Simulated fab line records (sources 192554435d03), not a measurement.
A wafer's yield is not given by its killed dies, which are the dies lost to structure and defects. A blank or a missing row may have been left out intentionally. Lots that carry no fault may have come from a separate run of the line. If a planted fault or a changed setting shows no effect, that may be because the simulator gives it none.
Lot-split experiment    flow n5 finfet    39 wafers read from 7 lots, route of 1938 steps

ON THE SPLIT
At N5_DUMMY_GATE_EXPOSE_12 (exposes mask GATE, target cd 25 nm), the setting dose mj was moved away from the recipe's 34 on 15 of the 39 wafers read, by -6.3% to +7.0%. All remaining wafers had this setting at the recipe value.

FROM THE SPLIT TO THE READING: what the file shows between them, 2 steps
- N5_DUMMY_GATE_PEB_13: peb time 60 s
- N5_DUMMY_GATE_DEVELOP_14: develop time 30 s

THE READING
cd nm at N5_DUMMY_GATE_CD_MEAS_15, given in nm (cd target 25.8 nm). On this fab line, fault-free wafers typically give 24.90 nm with a standard deviation of 0.22 nm.

wafer   tool, chamber at the split  dose mj as run  against the recipe  cd nm, nm  against lot-mates on the recipe
L074.1  euv scanner-02, 0           34              recipe              24.90      -
L074.2  euv scanner-02, 0           34              recipe              24.88      -
L074.3  euv scanner-02, 0           34              recipe              24.99      -
L074.4  euv scanner-02, 0           34              recipe              24.65      -
L074.5  euv scanner-02, 0           34              recipe              25.04      -
L074.6  euv scanner-02, 0           34              recipe              25.00      -
L078.1  euv scanner-01, 0           34              recipe              25.20      -
L078.2  euv scanner-01, 0           32.39           -4.7%               25.69      +0.48
L078.3  euv scanner-01, 0           32.39           -4.7%               25.78      +0.57
L078.4  euv scanner-01, 0           34              recipe              25.16      -
L078.5  euv scanner-01, 0           34              recipe              25.26      -
L078.6  euv scanner-01, 0           32.39           -4.7%               25.90      +0.69
L084.1  euv scanner-02, 0           35.03           +3.0%               24.00      -0.98
L084.2  euv scanner-02, 0           35.03           +3.0%               24.01      -0.97
L084.3  euv scanner-02, 0           34              recipe              24.73      -
L084.4  euv scanner-02, 0           34              recipe              24.96      -
L084.5  euv scanner-02, 0           35.03           +3.0%               23.80      -1.18
L084.6  euv scanner-02, 0           34              recipe              25.26      -
L085.1  euv scanner-01, 0           34              recipe              24.99      -
L085.2  euv scanner-01, 0           34              recipe              24.92      -
L085.3  euv scanner-01, 0           36.37           +7.0%               23.44      -1.44
L085.4  euv scanner-01, 0           34              recipe              24.72      -
L085.5  euv scanner-01, 0           36.37           +7.0%               23.76      -1.12
L085.6  euv scanner-01, 0           36.37           +7.0%               23.51      -1.37
L086.1  euv scanner-02, 0           35.13           +3.3%               24.56      -0.59
L086.2  euv scanner-02, 0           34              recipe              25.27      -
L086.3  euv scanner-02, 0           35.13           +3.3%               24.74      -0.41
L086.4  euv scanner-02, 0           34              recipe              25.38      -
L086.5  euv scanner-02, 0           34              recipe              24.79      -
L086.6  euv scanner-02, 0           35.13           +3.3%               24.70      -0.45
L092.1  euv scanner-02, 0           34              recipe              25.01      -
L092.3  euv scanner-02, 0           34              recipe              24.98      -
L092.5  euv scanner-02, 0           34              recipe              24.63      -
L094.1  euv scanner-01, 0           34              recipe              24.74      -
L094.2  euv scanner-01, 0           31.87           -6.3%               26.26      +1.42
L094.3  euv scanner-01, 0           34              recipe              24.67      -
L094.4  euv scanner-01, 0           34              recipe              25.10      -
L094.5  euv scanner-01, 0           31.87           -6.3%               26.00      +1.16
L094.6  euv scanner-01, 0           31.87           -6.3%               26.08      +1.24

FIT RESULTS
A straight line over all 39 wafers: cd nm changes by -0.191 nm for each +1% of dose mj; r = -0.93; the points scatter about the line by 0.24 nm.
The same after taking each lot's own level away (the mean of its wafers on the recipe; 39 wafers): -0.188 nm for each +1%; r = -0.94; scatter 0.22 nm.
On that fit, the largest move of dose mj shifts the reading by 1.3 nm.
From 24.837 to 25.207 nm: that is the span of the lots' own levels, equal to 1.7 times the standard deviation above.
Consequently the slope shifts little with the lot-to-lot level, the two slopes agreeing.
Check: -1.34 nm against its lot-mates is what the line predicts for one of the wafers moved furthest among these (+7.0%) when that wafer is left out of the fit. Against them it came out at -1.44 nm.

FILE'S OWN FIT
cd nm changes by -0.189 nm for each +1% of dose mj, r = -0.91.
